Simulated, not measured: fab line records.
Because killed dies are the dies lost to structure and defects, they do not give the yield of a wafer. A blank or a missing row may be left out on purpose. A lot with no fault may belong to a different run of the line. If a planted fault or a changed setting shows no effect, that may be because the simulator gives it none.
Matching of chambers | flow n5 finfet | 4 sister chambers for N5_BEOL_M2_ETCHBACK_99 on rie diel-01
The step etches SiO2 in CHF3, target depth 5 nm, time 10.4 s. 4 wafers are shown with their chamber, then 9 later ones without.

## EACH WAFER AND ITS CHAMBER
wafer  | chamber | showerhead plenum p Torr (Torr)
L080.6 | 2       | 2.06
L084.1 | 3       | 2.22
L088.2 | 0       | 2.05
L088.5 | 1       | 2.17

## WAFERS WHOSE CHAMBER IS MISSING
wafer  | showerhead plenum p Torr (Torr)
L093.3 | 2.04
L093.5 | 2.04
L093.6 | 2.05
L094.2 | 2.04
L094.3 | 2.05
L094.5 | 2.17
L095.1 | 2.04
L095.4 | 2.05
L095.6 | 2.17

## THE CHAMBER EACH PASSED THROUGH
wafer  | from the rows above     | in truth
L093.3 | can't be placed: 0 or 2 | 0
L093.5 | can't be placed: 0 or 2 | 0
L093.6 | can't be placed: 0 or 2 | 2
L094.2 | can't be placed: 0 or 2 | 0
L094.3 | can't be placed: 0 or 2 | 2
L094.5 | 1                       | 1
L095.1 | can't be placed: 0 or 2 | 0
L095.4 | can't be placed: 0 or 2 | 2
L095.6 | 1                       | 1
Correct placement for 2 of the 9. Can't be placed from these rows: 7 (the true chamber is among the candidates in 7). 0 placed wrongly.
How it was worked out, from the rows above alone: a wafer's distance from a chamber is the root of the sum, over the readings, of the square of ((its reading less the chamber's mean) divided by the reading's scatter). The wafer belongs to the nearest chamber; if the next one is less than 2 further off, it can't be placed. For every chamber, the mean is computed from those of its wafers that are shown. The scatter: root of mean squared gap, hidden wafer to nearest shown wafer, with one shown wafer a chamber.
